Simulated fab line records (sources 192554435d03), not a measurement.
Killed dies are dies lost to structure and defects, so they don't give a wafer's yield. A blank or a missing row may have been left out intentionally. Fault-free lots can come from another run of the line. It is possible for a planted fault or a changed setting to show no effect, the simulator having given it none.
fab line records ; flow n5_finfet
record: lots: 9; wafers: 27; last_day: 17
route steps=1938 shown BEOL_M4@1111 BEOL_M7@1321 BEOL_M8@1332 PASSIVATION@1936
lots that met no fault: taken from a fault-free run of the same line
start_h: the number of hours between the record's first day and the start of the first shown wafer of the lot ; wait_h: hours from the lot's prior step to this one ; " identical to the entry in the row above ; L1.1+2: a single row standing in for several wafers ; - no value, or no start given ; * or withheld: withheld ; < > ~ a bound
route shown NAME@n: names a module that has steps shown in the file, with the first one's number in the route ; usual: the fault-free wafers' mean and standard deviation ; same: alike in all rows ; chamber/n: place in a boat ; sites: per-site readings ; _std_site: the values' standard deviation ; _edge_site: mean of outer sites minus mean of inner sites ; radius_mm: how far each site lies from the wafer's centre ; mask NAME#n: copy n ; behind: the tool/chamber that last shaped the wafer ; hold: what put the lot on hold/how long, in hours/how the hold closed ; device: names the non-switching transistor (n, p or np) ; end of line: tests run on the same wafers once the route is complete ; step lacking rows: just its recipe ; killed: count of dies lost to structure and defects at first sort (not the wafer's yield) ; map: a wafer's dies, marking killed ones x, the rest . and places with no die _
set.NAME: the setting that was run; set.NAME@STEP: the one run at that earlier step ; model.NAME: the simulator's own value behind a step, which no gauge read
route steps across a sampled set of lots; one table per step, one row per wafer
services: a tool's chamber out of use, with start hour (start_h, from the record's first day; less than 0 if before it), hours out, and reason
== steps ==
step: N5_BEOL_M4_RC_MEAS_101
usual: DIBL_N: 36.8/2.1; DIBL_P: 37.1/2.2; IOFF_N: 0.18/0.037; IOFF_P: 0.23/0.041; ION_N: 682/13; ION_P: 467/8.6; SS_N: 71.7/0.61; SS_P: 73.5/0.6; VT_N: 248/3.4; VT_P: -249/3.5
lot.wafer;tool;chamber;start_h;wait_h;DIBL_N[mV/V];DIBL_P[mV/V];IOFF_N[nA/um];IOFF_P[nA/um];ION_N[uA/um];ION_P[uA/um];SS_N[mV/dec];SS_P[mV/dec];VT_N[mV];VT_P[mV]
L527.2;prober-01;0;165.44;0.2;35.8;36.0;0.16;0.24;689;488;71.3;73.0;246;-246
L527.5;prober-01;0;165.44;0.2;36.0;36.6;0.16;0.24;682;473;71.6;73.7;248;-245
L527.6;prober-01;0;165.44;0.2;37.5;38.2;0.18;0.26;693;484;71.4;73.5;246;-244
L528.1;prober-01;0;169.10;0.0;39.8;39.1;0.22;0.26;695;474;72.5;74.0;244;-249
L528.2;prober-01;0;169.10;0.0;39.1;37.5;0.19;0.23;691;467;72.8;73.8;247;-247
L528.4;prober-01;0;169.10;0.0;40.5;39.5;0.24;0.28;706;479;72.6;73.9;245;-246
L540.1;prober-01;0;256.16;0.0;39.6;37.3;0.22;0.26;700;475;72.6;73.7;244;-247
L540.3;prober-01;0;256.16;0.0;38.2;35.6;0.18;0.23;685;468;72.2;73.7;246;-248
L540.4;prober-01;0;256.16;0.0;38.2;36.5;0.18;0.24;690;475;71.9;73.5;248;-249
L542.1;prober-02;0;261.03;0.0;36.6;37.9;0.17;0.22;674;456;72.2;73.4;246;-251
L542.2;prober-02;0;261.03;0.0;36.9;39.6;0.19;0.25;692;473;71.8;74.1;243;-247
L542.6;prober-02;0;261.03;0.0;35.4;36.9;0.15;0.20;673;465;71.9;74.0;248;-251
L543.1;prober-01;0;263.00;0.0;37.1;38.6;0.18;0.24;703;480;71.6;73.7;249;-243
L543.3;prober-01;0;263.00;0.0;37.8;38.4;0.18;0.24;694;478;71.5;73.5;248;-247
L543.6;prober-01;0;263.00;0.0;35.6;36.6;0.15;0.21;692;477;70.8;73.2;249;-247
L544.2;prober-02;0;264.38;0.2;36.9;36.8;0.17;0.25;680;471;71.7;74.0;249;-246
L544.4;prober-02;0;264.38;0.2;35.8;35.3;0.15;0.23;683;474;71.4;73.1;251;-246
L544.5;prober-02;0;264.38;0.2;34.8;34.7;0.15;0.22;688;474;71.4;72.6;251;-247
L545.2;prober-02;0;272.71;0.2;36.3;37.1;0.17;0.23;673;467;71.9;73.9;248;-248
L545.4;prober-02;0;272.71;0.2;35.7;35.9;0.15;0.21;678;473;71.7;73.5;250;-248
L545.5;prober-02;0;272.71;0.2;32.1;32.2;0.10;0.16;661;458;71.4;72.7;255;-254
L549.1;prober-01;0;296.41;0.0;35.1;37.3;0.16;0.20;677;466;70.8;72.6;249;-250
L549.4;prober-01;0;296.41;0.0;35.8;37.5;0.16;0.20;684;464;71.4;73.9;250;-250
L549.5;prober-01;0;296.41;0.0;37.7;41.0;0.22;0.26;690;468;71.8;74.3;247;-248
L550.3;prober-01;0;306.84;0.3;36.3;35.6;0.15;0.20;679;466;71.5;73.2;249;-251
L550.4;prober-01;0;306.84;0.3;38.0;38.2;0.18;0.25;682;469;72.5;74.5;248;-249
L550.5;prober-01;0;306.84;0.3;37.9;38.1;0.18;0.24;688;469;71.8;73.6;249;-247
step: N5_BEOL_M7_SURFACE_TREAT_79
recipe: gas: Ar; time_s: *; ion_energy_ev: *; ion_current_ma_cm2: 0.5; pressure_mtorr: *; ar_flow_sccm: 30
usual: pressure_mtorr: *; throttle_valve_pct: *
lot.wafer;tool;chamber;start_h;wait_h;pressure_mtorr;throttle_valve_pct
L527.2;pvd_sputter-01;-;192.61;0.3;*;*
L527.5;pvd_sputter-01;-;192.61;0.3;*;*
L527.6;pvd_sputter-01;-;192.61;0.3;*;*
L528.1;pvd_sputter-03;-;197.53;0.6;*;*
L528.2;pvd_sputter-03;-;197.53;0.6;*;*
L528.4;pvd_sputter-03;-;197.53;0.6;*;*
L540.1;pvd_sputter-02;-;289.54;0.2;*;*
L540.3;pvd_sputter-02;-;289.54;0.2;*;*
L540.4;pvd_sputter-02;-;289.54;0.2;*;*
L542.1;pvd_sputter-03;-;290.79;0.2;*;*
L542.2;pvd_sputter-03;-;290.79;0.2;*;*
L542.6;pvd_sputter-03;-;290.79;0.2;*;*
L543.1;pvd_sputter-02;-;296.68;0.2;*;*
L543.3;pvd_sputter-02;-;296.68;0.2;*;*
L543.6;pvd_sputter-02;-;296.68;0.2;*;*
L544.2;pvd_sputter-01;-;298.32;0.2;*;*
L544.4;pvd_sputter-01;-;298.32;0.2;*;*
L544.5;pvd_sputter-01;-;298.32;0.2;*;*
L545.2;pvd_sputter-02;-;305.90;0.2;*;*
L545.4;pvd_sputter-02;-;305.90;0.2;*;*
L545.5;pvd_sputter-02;-;305.90;0.2;*;*
L549.1;pvd_sputter-02;-;325.20;0.2;*;*
L549.4;pvd_sputter-02;-;325.20;0.2;*;*
L549.5;pvd_sputter-02;-;325.20;0.2;*;*
L550.3;pvd_sputter-02;-;335.61;0.2;*;*
L550.4;pvd_sputter-02;-;335.61;0.2;*;*
L550.5;pvd_sputter-02;-;335.61;0.2;*;*
step: N5_BEOL_M7_DEP_56
recipe: material: SiCN; target_thk_a: 100; temp_c: withheld; precursor: 3MS/NH3; pressure_torr: 3; rf_w: 202; time_s: 17.5
usual: chamber_pressure_Torr: 2.999/0.0069; rf_fwd_power_W: 199.7/0.9; showerhead_plenum_p_Torr: 3.655/0.013; throttle_valve_pct: 9.0/0.51
lot.wafer;tool;chamber;start_h;wait_h;chamber_pressure_Torr;rf_fwd_power_W;showerhead_plenum_p_Torr;throttle_valve_pct
L527.2;pecvd-04;2;193.87;0.0;2.997;200.5;3.647;8.6
L527.5;pecvd-04;0;193.87;0.0;2.994;200.6;3.647;9.5
L527.6;pecvd-04;1;193.87;0.0;2.992;200.5;3.649;9.8
L528.1;pecvd-04;0;199.22;0.0;2.999;199.7;3.640;9.6
L528.2;pecvd-04;2;199.22;0.0;3.008;200.6;3.659;9.0
L528.4;pecvd-04;2;199.22;0.0;3.002;200.9;3.657;9.0
L540.1;pecvd-02;1;290.58;0.0;3.005;198.7;3.639;9.0
L540.3;pecvd-02;0;290.58;0.0;3.002;199.0;3.648;9.0
L540.4;pecvd-02;2;290.58;0.0;2.997;200.2;3.678;8.6
L542.1;pecvd-03;2;291.83;0.0;2.999;198.6;3.669;8.1
L542.2;pecvd-03;1;291.83;0.0;2.998;201.2;3.669;9.0
L542.6;pecvd-03;2;291.83;0.0;3.007;199.7;3.671;8.2
L543.1;pecvd-02;2;299.31;0.0;2.996;200.0;3.673;8.4
L543.3;pecvd-02;1;299.31;0.0;3.009;198.6;3.647;9.1
L543.6;pecvd-02;0;299.31;0.0;2.996;199.7;3.647;9.0
L544.2;pecvd-02;1;300.13;0.0;3.006;199.0;3.651;8.8
L544.4;pecvd-02;1;300.13;0.0;3.006;198.6;3.643;9.2
L544.5;pecvd-02;2;300.13;0.0;3.007;200.8;3.672;8.3
L545.2;pecvd-02;1;307.09;0.0;3.003;199.9;3.648;8.9
L545.4;pecvd-02;2;307.09;0.0;3.010;199.9;3.675;8.5
L545.5;pecvd-02;1;307.09;0.0;3.007;199.8;3.651;9.0
L549.1;pecvd-03;2;326.79;0.0;2.997;199.5;3.670;8.1
L549.4;pecvd-03;2;326.79;0.0;2.995;200.3;3.675;8.1
L549.5;pecvd-03;0;326.79;0.0;2.999;199.5;3.643;9.0
L550.3;pecvd-04;0;337.73;0.0;2.997;200.7;3.651;9.5
L550.4;pecvd-04;0;337.73;0.0;3.006;200.6;3.643;9.7
L550.5;pecvd-04;2;337.73;0.0;2.992;200.2;3.655;8.9
step: N5_BEOL_M8_ILD_DEP_00
recipe: material: SiCOH_lowk; target_thk_a: 1797.5; temp_c: 300; precursor: DEMS/porogen; pressure_torr: 5; rf_w: 500; time_s: 33.4
usual: chamber_pressure_Torr: 5.000/0.012; heater_power_outer_w: 151/27; heater_power_w: 333/34; showerhead_plenum_p_Torr: 5.727/0.016; throttle_valve_pct: 13.9/0.73
lot.wafer;tool;chamber;start_h;wait_h;chamber_pressure_Torr;heater_power_outer_w;heater_power_w;showerhead_plenum_p_Torr;throttle_valve_pct
L527.2;pecvd-04;1;194.00;0.0;5.012;184;356;5.725;14.5
L527.5;pecvd-04;0;194.00;0.0;4.996;161;353;5.705;14.6
L527.6;pecvd-04;1;194.00;0.0;4.995;190;367;5.722;14.9
L528.1;pecvd-02;0;199.35;0.0;4.988;143;319;5.727;13.5
L528.2;pecvd-02;2;199.35;0.0;4.987;144;332;5.757;15.0
L528.4;pecvd-02;0;199.35;0.0;5.014;88;245;5.729;13.5
L540.1;pecvd-04;2;290.71;0.0;5.006;137;340;5.730;13.6
L540.3;pecvd-04;0;290.71;0.0;4.999;145;321;5.700;14.7
L540.4;pecvd-04;2;290.71;0.0;4.998;140;336;5.717;13.5
L542.1;pecvd-04;1;291.96;0.0;-;-;-;-;-
L542.2;pecvd-04;0;291.96;0.0;-;-;-;-;-
L542.6;pecvd-04;1;291.96;0.0;-;-;-;-;-
L543.1;pecvd-02;2;299.44;0.0;-;-;-;-;-
L543.3;pecvd-02;0;299.44;0.0;-;-;-;-;-
L543.6;pecvd-02;0;299.44;0.0;-;-;-;-;-
L544.2;pecvd-04;0;300.26;0.0;-;-;-;-;-
L544.4;pecvd-04;1;300.26;0.0;-;-;-;-;-
L544.5;pecvd-04;0;300.26;0.0;-;-;-;-;-
L545.2;pecvd-04;1;307.22;0.0;4.980;174;344;5.717;14.8
L545.4;pecvd-04;1;307.22;0.0;4.991;179;354;5.711;14.9
L545.5;pecvd-04;0;307.22;0.0;5.010;151;318;5.721;14.8
L549.1;pecvd-02;0;326.92;0.0;4.980;123;302;5.730;13.6
L549.4;pecvd-02;2;326.92;0.0;5.003;109;282;5.754;13.1
L549.5;pecvd-02;0;326.92;0.0;4.989;127;297;5.714;13.8
L550.3;pecvd-04;1;337.88;0.0;4.992;182;363;5.708;14.8
L550.4;pecvd-04;1;337.88;0.0;4.979;182;357;5.711;14.9
L550.5;pecvd-04;2;337.88;0.0;5.001;158;377;5.738;13.5
step: N5_BEOL_M8_HM_DEP_02
recipe: material: TiN; target_thk_a: 200; temp_c: 25; chamber_pressure_pa: 0.49996
usual: chamber_pressure_pa: 0.5000/0.001; substrate_temp_c: 25.01/0.1; throttle_valve_pct: 29.8/0.67
lot.wafer;tool;chamber;start_h;wait_h;chamber_pressure_pa;substrate_temp_c;throttle_valve_pct
L527.2;pvd_sputter-03;-;196.11;1.5;0.4984;24.99;29.7
L527.5;pvd_sputter-03;-;196.11;1.5;0.4988;24.92;30.5
L527.6;pvd_sputter-03;-;196.11;1.5;0.4996;25.07;29.6
L528.1;pvd_sputter-03;-;201.27;0.8;0.5008;24.99;29.7
L528.2;pvd_sputter-03;-;201.27;0.8;0.5013;24.89;30.2
L528.4;pvd_sputter-03;-;201.27;0.8;0.4998;25.06;29.2
L540.1;pvd_sputter-03;-;293.04;1.7;0.5029;25.09;30.2
L540.3;pvd_sputter-03;-;293.04;1.7;0.5007;24.96;30.1
L540.4;pvd_sputter-03;-;293.04;1.7;0.5017;25.09;29.7
L542.1;pvd_sputter-03;-;295.28;2.2;0.5000;25.16;30.2
L542.2;pvd_sputter-03;-;295.28;2.2;0.5006;24.86;29.6
L542.6;pvd_sputter-03;-;295.28;2.2;0.5005;25.04;28.9
L543.1;pvd_sputter-03;-;302.04;1.5;0.4998;24.92;30.3
L543.3;pvd_sputter-03;-;302.04;1.5;0.5012;24.96;29.2
L543.6;pvd_sputter-03;-;302.04;1.5;0.4993;24.84;30.5
L544.2;pvd_sputter-03;-;302.14;1.2;0.4990;25.10;30.3
L544.4;pvd_sputter-03;-;302.14;1.2;0.5003;24.92;30.2
L544.5;pvd_sputter-03;-;302.14;1.2;0.5009;25.03;30.3
L545.2;pvd_sputter-02;-;308.34;0.5;0.4993;24.95;30.0
L545.4;pvd_sputter-02;-;308.34;0.5;0.5013;24.96;29.3
L545.5;pvd_sputter-02;-;308.34;0.5;0.4987;24.90;30.4
L549.1;pvd_sputter-01;-;328.19;0.6;0.5010;25.05;30.4
L549.4;pvd_sputter-01;-;328.19;0.6;0.5000;25.02;30.7
L549.5;pvd_sputter-01;-;328.19;0.6;0.4988;25.03;30.9
L550.3;pvd_sputter-02;-;340.72;2.2;0.4992;25.03;30.0
L550.4;pvd_sputter-02;-;340.72;2.2;0.4981;24.98;29.2
L550.5;pvd_sputter-02;-;340.72;2.2;0.5012;25.25;30.1
step: N5_BEOL_M8_OCD_MEAS_38
usual: trench_depth_nm: 93.4/1.7
lot.wafer;tool;chamber;start_h;wait_h;trench_depth_nm
L527.2;ocd-01;-;200.64;-;91.4
L527.5;ocd-01;-;200.64;-;91.6
L527.6;ocd-01;-;200.64;-;91.0
L528.1;ocd-01;-;203.40;-;94.5
L528.2;ocd-01;-;203.40;-;93.9
L528.4;ocd-01;-;203.40;-;93.6
L540.1;ocd-01;-;295.30;-;91.1
L540.3;ocd-01;-;295.30;-;91.7
L540.4;ocd-01;-;295.30;-;89.6
L542.1;ocd-01;-;297.82;-;-
L542.2;ocd-01;-;297.82;-;-
L542.6;ocd-01;-;297.82;-;-
L543.1;ocd-02;-;305.69;-;-
L543.3;ocd-02;-;305.69;-;-
L543.6;ocd-02;-;305.69;-;-
L544.2;ocd-02;-;305.85;-;-
L544.4;ocd-02;-;305.85;-;-
L544.5;ocd-02;-;305.85;-;-
L545.2;ocd-01;-;311.01;-;91.8
L545.4;ocd-01;-;311.01;-;93.3
L545.5;ocd-01;-;311.01;-;91.4
L549.1;ocd-01;-;330.61;-;91.2
L549.4;ocd-01;-;330.61;-;92.6
L549.5;ocd-01;-;330.61;-;93.1
L550.3;ocd-01;-;344.25;-;97.0
L550.4;ocd-01;-;344.25;-;95.1
L550.5;ocd-01;-;344.25;-;96.1
step: N5_PASSIVATION_PROBE_49
usual: defect_limited_yield: 91.0/1.4; killed_at_M0_to_M3: 35/10; killed_at_M4_up: 13/6; killed_at_contacts: 13/6.4; killed_at_front_end: 42/12; killed_at_other: 3.2/2.4; killed_dies: 107/17; killed_on_rim: 15/4.1; killed_open: 69/13; killed_short: 33/7.3; sort_bin_5_function: 5.3/0.92; sort_bin_6_memory: 3.3/0.66; sort_n_pass: 1073/17; sort_yield_pct: 90.9/1.4
same: gross_dies: 1180; killed_at_back_side: 0; sort_bin_4_leakage[%]: 0; sort_bin_8_speed[%]: 0
lot.wafer;tool;chamber;start_h;wait_h;defect_limited_yield[%];killed_at_M0_to_M3;killed_at_M4_up;killed_at_contacts;killed_at_front_end;killed_at_other;killed_dies;killed_on_rim;killed_open;killed_short;sort_bin_5_function[%];sort_bin_6_memory[%];sort_n_pass;sort_yield_pct[%]
L528.1;prober-01;-;273.75;0.0;90.7;18;16;13;58;5;110;18;59;42;4.8;3.7;1070;90.7
L528.2;prober-01;-;273.80;0.1;91.5;35;10;14;38;3;100;18;59;37;5.1;3.2;1080;91.5
L528.4;prober-01;-;273.90;0.2;91.2;36;9;20;28;11;104;19;54;42;5.3;3.1;1076;91.2
L542.1;prober-01;-;366.99;0.0;0;6;1159;1;13;1;1180;152;14;10;75.0;3.6;0;0
L542.2;prober-01;-;367.04;0.1;0;2;1162;6;10;0;1180;152;15;7;74.3;2.8;0;0
L542.6;prober-01;-;367.24;0.3;0;8;1160;1;10;1;1180;152;16;7;72.3;3.3;0;0
L543.1;prober-01;-;368.96;0.0;0;6;1165;2;7;0;1180;152;13;4;72.1;3.2;0;0
L543.3;prober-01;-;369.06;0.1;0;8;1165;2;5;0;1180;152;17;5;74.2;3.6;0;0
L543.6;prober-01;-;369.21;0.3;0;7;1163;3;6;1;1180;152;12;6;73.2;3.1;0;0
L540.1;prober-02;-;369.26;0.3;88.9;29;30;19;51;2;131;22;83;44;6.5;4.1;1049;88.9
L540.3;prober-02;-;369.36;0.4;90.9;49;26;12;18;2;107;12;76;29;5.8;3.1;1073;90.9
L540.4;prober-02;-;369.41;0.5;91.1;26;28;11;33;7;105;15;80;21;6.3;2.5;1075;91.1
L544.2;prober-01;-;369.31;0.4;0;9;1169;0;2;0;1180;152;9;5;70.4;3.0;0;0
L544.4;prober-01;-;369.41;0.5;0;10;1160;0;10;0;1180;152;17;4;74.6;2.6;0;0
L544.5;prober-01;-;369.46;0.5;0;6;1164;1;8;1;1180;152;9;7;72.8;2.5;0;0
killed by level:class
L528.1 FIN_SAQP:geometric_particle:short=17 FIN_SAQP:geometric_particle:open=15 MOL_CONTACT_COAG:geometric_particle:open=9 BEOL_M4:geometric_particle:open=7 STI_FIN_REVEAL:geometric_particle:open=6 BEOL_M0_SAQP:geometric_particle:open=5 BEOL_M0_SAQP:geometric_particle:short=5 HKMG_FIN:area_etch=4
L528.2 BEOL_M0_SAQP:geometric_particle:open=12 MOL_CONTACT_COAG:geometric_particle:open=11 FIN_SAQP:geometric_particle:short=10 BEOL_M0_SAQP:geometric_particle:short=9 BEOL_M3:geometric_particle:open=7 FIN_SAQP:geometric_particle:open=5 STI_FIN_REVEAL:geometric_particle:open=4 STI_FIN_REVEAL:geometric_particle:short=3
L528.4 MOL_CONTACT_COAG:geometric_particle:open=14 BEOL_M0_SAQP:geometric_particle:short=13 BEOL_M3:geometric_particle:open=7 FIN_SAQP:geometric_particle:short=6 BEOL_M0_SAQP:geometric_particle:open=6 GATE_CUT:geometric_particle:short=5 PASS1_CAP:geometric_particle:short=5 FIN_SAQP:geometric_particle:open=3
L542.1 BEOL_M8:lost_pattern=1150 BEOL_M8:area_dep=6 FIN_SAQP:geometric_particle:open=5 FIN_SAQP:geometric_particle:short=4 BEOL_M0_SAQP:geometric_particle:short=2 BEOL_M0:geometric_particle:open=2 SPACER0:geometric_particle:open=1 BEOL_M0_SAQP:geometric_particle:open=1
L542.2 BEOL_M8:lost_pattern=1151 BEOL_M8:area_dep=7 MOL_CONTACT_COAG:geometric_particle:open=6 BEOL_M4:geometric_particle:open=4 FIN_SAQP:geometric_particle:short=2 STI_FIN_REVEAL:geometric_particle:open=2 GATE_CUT:geometric_particle:short=2 ILD0:geometric_particle:short=1
L542.6 BEOL_M8:lost_pattern=1152 FIN_SAQP:geometric_particle:open=5 BEOL_M8:area_dep=4 FIN_SAQP:geometric_particle:short=2 BEOL_M0_SAQP:geometric_particle:open=2 BEOL_M3:geometric_particle:open=2 BEOL_M4:geometric_particle:open=2 BEOL_M1:geometric_particle:open=1
L543.1 BEOL_M8:lost_pattern=1159 BEOL_M8:area_dep=4 DUMMY_GATE:geometric_particle:open=2 BEOL_M0_SAQP:geometric_particle:open=2 BEOL_M2:geometric_particle:open=2 BEOL_M3:geometric_particle:open=2 FIN_SAQP:geometric_particle:short=1 FIN_SAQP:geometric_particle:open=1
L543.3 BEOL_M8:lost_pattern=1152 BEOL_M8:area_dep=6 BEOL_M4:geometric_particle:open=4 BEOL_M2:geometric_particle:open=3 MOL_CONTACT_COAG:geometric_particle:open=2 BEOL_M3:geometric_particle:open=2 FIN_SAQP:geometric_particle:open=1 STI_FIN_REVEAL:geometric_particle:short=1
L543.6 BEOL_M8:lost_pattern=1159 BEOL_M8:area_dep=3 FIN_SAQP:geometric_particle:open=2 MOL_CONTACT_COAG:geometric_particle:short=2 BEOL_M0_SAQP:geometric_particle:open=2 BEOL_M3:geometric_particle:open=2 ILD0:geometric_particle:short=1 DUMMY_GATE:geometric_particle:open=1
L540.1 STI_FIN_REVEAL:geometric_particle:open=14 MOL_CONTACT_COAG:geometric_particle:open=14 BEOL_M4:geometric_particle:open=13 FIN_SAQP:geometric_particle:short=9 STI_FIN_REVEAL:geometric_particle:short=8 FIN_SAQP:geometric_particle:open=8 BEOL_M3:geometric_particle:open=7 BEOL_M2:geometric_particle:open=6
L544.2 BEOL_M8:lost_pattern=1159 BEOL_M8:area_dep=7 BEOL_M3:geometric_particle:open=4 BEOL_M7:geometric_particle:short=2 BEOL_M2:geometric_particle:short=1 FIN_SAQP:geometric_particle:open=1 GATE_CUT:geometric_particle:short=1 BEOL_M0_SAQP:geometric_particle:short=1
L540.3 BEOL_M0_SAQP:geometric_particle:open=12 MOL_CONTACT_COAG:geometric_particle:open=11 BEOL_M3:geometric_particle:open=11 BEOL_M4:geometric_particle:open=9 BEOL_M0_SAQP:geometric_particle:short=8 BEOL_M2:geometric_particle:open=7 BEOL_M5:geometric_particle:open=7 BEOL_M1:geometric_particle:open=6
L540.4 STI_FIN_REVEAL:geometric_particle:open=13 BEOL_M4:geometric_particle:open=13 BEOL_M3:geometric_particle:open=8 MOL_CONTACT_COAG:geometric_particle:open=7 BEOL_M2:geometric_particle:open=7 BEOL_M1:geometric_particle:open=5 GATE_CUT:geometric_particle:open=5 BEOL_M7:geometric_particle:open=4
L544.4 BEOL_M8:lost_pattern=1146 BEOL_M8:area_dep=12 BEOL_M0_SAQP:geometric_particle:open=5 BEOL_M2:geometric_particle:open=3 STI_FIN_REVEAL:geometric_particle:open=2 ILD0:geometric_particle:open=2 FIN_SAQP:geometric_particle:open=1 FIN_SAQP:geometric_particle:short=1
L544.5 BEOL_M8:lost_pattern=1157 BEOL_M8:area_dep=7 FIN_SAQP:geometric_particle:open=2 BEOL_M3:geometric_particle:short=2 ILD0:geometric_particle:short=2 STARTING-WAFER:geometric_particle:short=2 STI_FIN_REVEAL:geometric_particle:open=1 GATE_CUT:geometric_particle:open=1
== services ==
tool;chamber;start_h;hours;kind
pecvd-02;2;170.10;5.5;scheduled_down
pecvd-02;1;181.32;2.1;scheduled_down
pecvd-03;-;191.07;6.0;pm
pecvd-02;2;209.74;-;clean
pecvd-02;2;209.74;-;consumable_replace:showerhead
pecvd-02;2;209.74;29.0;scheduled_down
pecvd-02;2;209.74;29.0;vent_cycle
pecvd-03;-;237.63;2.8;pm
pecvd-03;-;242.42;0.2;repair
pecvd-04;-;245.96;0.8;repair
pecvd-02;2;256.52;2.1;scheduled_down
pecvd-03;0;276.47;5.5;scheduled_down
pecvd-04;2;299.57;2.1;scheduled_down
pecvd-02;-;318.85;1.7;repair
pecvd-02;2;335.57;3.3;repair
== key ==
first_sign: step: N5_BEOL_M8_ILD_DEP_00; reading: tool_record; direction: missing
effect: step: N5_BEOL_M8_OCD_MEAS_38; reading: trench_depth_nm; direction: missing
effect: step: N5_PASSIVATION_PROBE_49; reading: killed_at_M4_up; direction: up; sigmas: 99+; usual: 13; struck: 1163
met_at N5_BEOL_M8_ILD_DEP_00
struck_lots L542,L543,L544
later_rows_left_out L542.1,L542.2,L542.6,L543.1,L543.3,L543.6,L544.2,L544.4,L544.5
not_acting_at N5_BEOL_M7_SURFACE_TREAT_79,N5_BEOL_M7_DEP_56,N5_BEOL_M8_HM_DEP_02
onset_between 290.71 291.96
fault: kind: skipped_step_whole; tool: pecvd-02,pecvd-04; chamber: -; onset_h: 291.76; steps: N5_BEOL_M8_ILD_DEP_00; scope: struck_lots_only
later_rows_left_out: the simulator's readings of these wafers behind a module that went badly wrong aren't trusted and aren't shown, but for the sort
